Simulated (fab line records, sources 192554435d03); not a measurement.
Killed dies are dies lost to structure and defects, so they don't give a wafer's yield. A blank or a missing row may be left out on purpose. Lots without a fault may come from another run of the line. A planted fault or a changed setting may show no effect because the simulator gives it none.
A struck lot beside a sound one | flow n5_finfet | 15 steps out of a route of 1938
Sound: wafers L430.1, L430.2, L430.4. Struck: wafer L440.5. (L440.4, L440.6 of the same lot were not struck and are left out.) The cause comes at the end.
At each step with rows: each side's tool, then ch and its chambers, then its first start. Under that, the readings that differ: sound wafers | struck wafers | difference of the means | sigmas: that difference in standard deviations of wafers without a fault.
alike: readings whose means differ by less than 2 such deviations, and words and numbers that are the same on both sides. not compared: withheld readings, readings that some wafer has no value for, bounds like >300 that may hide the same value, and numbers for which the record gives no deviation and whose values overlap.
The two part at a step that has a row with sigmas, a row that says differs or no value, or rows on one side only. Numbers that don't overlap but have no deviation are shown without sigmas and don't part them. A reading that every wafer of one side lacks parts them only if that side has two wafers or more.

N5_BEOL_M8_TRENCH_ETCH_37: etches SiCOH lowk in C4F6/O2, target depth 93.478 nm, time 31.2 s.
  sound on rie_diel-04 ch 0,1,3; struck on rie_diel-01 ch 3
  reading                | sound             | struck | difference | sigmas
  throttle_valve_pct (%) | 21.20 21.33 21.29 | 20.52  | -0.75      | -3
  alike: drypump_motor_current_A, oes_product_au, rf_vpp_V, showerhead_plenum_p_Torr
  not compared: rf_hours_counter_h
N5_BEOL_M8_ETCH_41: etches SiCN in CH3F/O2, target depth 31.9 nm, time 57.8 s.
  sound on rie_diel-04 ch 0,1,3; struck on rie_diel-01 ch 3
  reading                | sound             | struck | difference | sigmas
  throttle_valve_pct (%) | 16.57 16.78 16.70 | 15.92  | -0.76      | -3
  alike: drypump_motor_current_A, oes_product_au, rf_vpp_V, showerhead_plenum_p_Torr
  not compared: rf_hours_counter_h
N5_BEOL_M8_STRIP_80: strips in N2/H2, time 10 s.
  sound on rie_diel-04 ch 0,1,3; struck on rie_diel-01 ch 3
  alike: drypump_motor_current_A, oes_product_au, rf_vpp_V, showerhead_plenum_p_Torr, throttle_valve_pct
  not compared: rf_hours_counter_h
N5_BEOL_M8_OCD_MEAS_38:
  sound on ocd-02, day 11 15:05; struck on ocd-02, day 14 02:55
  alike: trench_depth_nm
then, 4 steps without rows for these wafers: N5_BEOL_M8_HM_STRIP_39 (strips TiN in peroxide tin strip, target depth 25 nm, time 158 s); N5_BEOL_M8_SRD_40 (time 30 s); N5_BEOL_M8_PRECLEAN_42 (cleans in residue remover, time 60 s); N5_BEOL_M8_SRD_43 (time 30 s).
N5_BEOL_M8_CD_MEAS_35: target cd 40 nm.
  sound on cd_sem-01, day 11 15:15; struck on cd_sem-02, day 14 03:04
  alike: cd_nm
N5_BEOL_M8_CURE_75: cures SiCOH lowk, time 120 s.
  sound on uv_cure-01 ch 0, day 11 15:17; struck on uv_cure-01 ch 1, day 14 04:25
  reading            | sound             | struck | difference | sigmas
  lamp_power_pct (%) | 52.33 52.23 52.30 | 52.40  | +0.11      | +2
  alike: wafer_temp_C_max
then, 1 step without rows for these wafers: N5_BEOL_M8_DEGAS_44 (time 60 s).
N5_BEOL_M8_PRE_CLEAN_45: time 30 s.
  sound on pvd_sputter-03, day 11 15:46; struck on pvd_sputter-03, day 14 04:38
  alike: heater_power_w
N5_BEOL_M8_ALD_77: deposits TaN, target thk 2 nm, pulse time 2 s, purge time 3 s.
  sound on ald_metal-04 ch 0,1,3, day 11 15:50; struck on ald_metal-04 ch 3, day 14 04:42
  reading                                 | sound    | struck | difference | sigmas
  ald_cycles                              | 40 40 40 | 31     | -9         |
  model.TaN_of_BEOL_M8_ALD_77.thk_nm (nm) | 2 2 2    | 1.6    | -0.4       |
  alike: heater_power_w, mfc_carrier_sccm, precursor_vessel_carrier_sccm
then, 1 step without rows for these wafers: N5_BEOL_M8_SURFACE_TREAT_79.
-- the record jumps here: 3 days lie between the struck wafers' starts before and after (it left off in module BEOL_M8 and takes up again in module PASSIVATION, whose first step shown is number 1936 of the route) --
N5_PASSIVATION_PROBE_49:
  sound on prober-01, day 14 10:23; struck on prober-01, day 16 23:59
  alike: defect_limited_yield, killed_at_M0_to_M3, killed_at_M4_up, killed_at_contacts, killed_at_front_end, killed_at_other, killed_dies, killed_open, killed_short, sort_bin_4_leakage, sort_bin_5_function, sort_bin_6_memory, sort_n_pass, sort_yield_pct

WHERE THEY PART
First at N5_BEOL_M8_TRENCH_ETCH_37; last, within this record, at N5_BEOL_M8_CURE_75. Later steps at which nothing parts them and some readings are alike: N5_BEOL_M8_PRE_CLEAN_45, N5_BEOL_M8_ALD_77, N5_PASSIVATION_PROBE_49.

WHY: what the simulator had put in
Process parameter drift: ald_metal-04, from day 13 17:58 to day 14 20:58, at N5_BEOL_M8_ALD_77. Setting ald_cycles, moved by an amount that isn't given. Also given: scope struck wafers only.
